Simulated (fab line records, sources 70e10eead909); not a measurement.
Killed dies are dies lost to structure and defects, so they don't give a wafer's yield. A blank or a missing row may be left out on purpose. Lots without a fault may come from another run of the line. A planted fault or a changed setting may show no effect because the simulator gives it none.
Which tool did it? | flow nand_harc | 12 lots, 36 wafers sampled, at 6 steps of a route of 1302

WHAT THE GAUGES READ, wafer by wafer
NHARC_P_BONDPAD_OVL_MEAS_38.
lot  | measured     | on         | overlay_x_nm (nm)
L075 | day 7 06:16  | overlay-02 | 2 2 3
L077 | day 8 02:57  | overlay-01 | 4 5 4
L079 | day 8 15:16  | overlay-01 | -8 -7 -7
L081 | day 9 17:47  | overlay-01 | -8 -7 -7
L083 | day 10 17:02 | overlay-02 | 2 2 3
L085 | day 11 09:08 | overlay-02 | 5 5 4
L087 | day 12 10:38 | overlay-01 | -6 -6 -6
L089 | day 13 04:46 | overlay-02 | -2 -2 -2
L091 | day 14 01:32 | overlay-01 | -4 -5 -5
L093 | day 14 16:32 | overlay-02 | 18 18 18
L094 | day 15 14:31 | overlay-02 | 16 16 16
L097 | day 16 04:44 | overlay-01 | 0 0 -1

WHICH TOOL RAN EACH LOT (tool, then ch and the chambers of the sampled wafers, then the start)
lot  | NHARC_P_M0_PVD_20                       | NHARC_P_M1_ETCH_15                            | NHARC_P_M1_CMP_23             | NHARC_P_M2_ETCH_28                            | NHARC_P_M2_PRE_CLEAN_30
L075 | pvd_sputter-03, day 6 23:51 or earlier  | rie_diel-09 ch 0,1,3, day 6 23:51 or earlier  | cmp-02 ch 0,1, day 6 23:51    | rie_diel-05 ch 1,2,3, day 7 06:16 or earlier  | pvd_sputter-01, day 7 06:16 or earlier
L077 | pvd_sputter-02, day 7 20:23 or earlier  | rie_diel-09 ch 0,2,3, day 7 20:23 or earlier  | cmp-02 ch 2,3, day 7 20:23    | rie_diel-05 ch 0,1, day 8 02:57 or earlier    | pvd_sputter-03, day 8 02:57 or earlier
L079 | pvd_sputter-02, day 8 06:34 or earlier  | rie_diel-08 ch 1,3, day 8 06:34               | cmp-03 ch 0,1,3, day 8 08:47  | rie_diel-05 ch 1,2,3, day 8 15:16 or earlier  | pvd_sputter-02, day 8 15:16 or earlier
L081 | pvd_sputter-03, day 9 09:23 or earlier  | rie_diel-08 ch 0,3, day 9 09:23               | cmp-04 ch 0,3, day 9 11:23    | rie_diel-05 ch 1,2,3, day 9 17:47 or earlier  | pvd_sputter-03, day 9 17:47 or earlier
L083 | pvd_sputter-02, day 10 10:17 or earlier | rie_diel-09 ch 1,3, day 10 10:17 or earlier   | cmp-04 ch 2,3, day 10 10:17   | rie_diel-11 ch 0,2, day 10 17:02 or earlier   | pvd_sputter-03, day 10 17:02 or earlier
L085 | pvd_sputter-02, day 11 02:38 or earlier | rie_diel-08 ch 0,3, day 11 02:38 or earlier   | cmp-04 ch 0,2,3, day 11 02:38 | rie_diel-11 ch 1,2,3, day 11 09:08 or earlier | pvd_sputter-02, day 11 09:08 or earlier
L087 | pvd_sputter-02, day 12 03:58 or earlier | rie_diel-09 ch 0,3, day 12 03:58 or earlier   | cmp-02 ch 0,2,3, day 12 03:58 | rie_diel-11 ch 0,2,3, day 12 10:38 or earlier | pvd_sputter-03, day 12 10:38 or earlier
L089 | pvd_sputter-01, day 12 21:33 or earlier | rie_diel-08 ch 0,2,3, day 12 21:33 or earlier | cmp-03 ch 1,3, day 12 21:33   | rie_diel-05 ch 1,3, day 13 04:46 or earlier   | pvd_sputter-01, day 13 04:46 or earlier
L091 | pvd_sputter-01, day 13 17:29 or earlier | rie_diel-08 ch 0,1,3, day 13 17:29 or earlier | cmp-02 ch 0,1,3, day 13 17:29 | rie_diel-05 ch 0,1,3, day 14 01:32 or earlier | pvd_sputter-03, day 14 01:32 or earlier
L093 | pvd_sputter-02, day 14 10:02 or earlier | rie_diel-08 ch 1,2,3, day 14 10:02 or earlier | cmp-02 ch 0,1,2, day 14 10:02 | rie_diel-05 ch 0,1,2, day 14 16:32 or earlier | pvd_sputter-02, day 14 16:32 or earlier
L094 | pvd_sputter-02, day 15 07:48 or earlier | rie_diel-08 ch 0,2,3, day 15 07:48 or earlier | cmp-04 ch 0,2,3, day 15 07:48 | rie_diel-05 ch 0,2,3, day 15 14:31 or earlier | pvd_sputter-03, day 15 14:31 or earlier
L097 | pvd_sputter-02, day 15 21:54 or earlier | rie_diel-09 ch 0,3, day 15 21:54 or earlier   | cmp-04 ch 2,3, day 15 21:54   | rie_diel-05 ch 0,2,3, day 16 04:44 or earlier | pvd_sputter-02, day 16 04:44 or earlier
- NHARC_P_M0_PVD_20: deposits TaN, target thk 5 nm, time 8.06 s.
- NHARC_P_M1_ETCH_15: etches the open film in C4F8/Ar, target depth 182.5 nm, time 91.2 s.
- NHARC_P_M1_CMP_23: polishes, t overpolish 20 s, target thk 157.82 nm.
- NHARC_P_M2_ETCH_28: etches the open film in CF4/N2, target depth 30 nm, time 72.99 s.
- NHARC_P_M2_PRE_CLEAN_30: time 30 s.

THE ANSWER, worked out from the rows above alone
Rule: what is usual is taken from the lots themselves. Put in order of their means at a reading, lots are off if they are a third of the lots or fewer, leave a main group of 4 or more, and stand apart from it by a gap of 3 or more times the standard deviation of the main group's means; of several such gaps the widest counts. A main group whose means are all the same, to the digits that the tables above print for the reading, isn't used. A lot without any number at a reading at which 4 lots or more have one is off too. The other lots that the step has rows for count as sound.
No lot is off at any reading shown: from this, nothing can be told.

WHAT THE SIMULATOR HAD PUT IN
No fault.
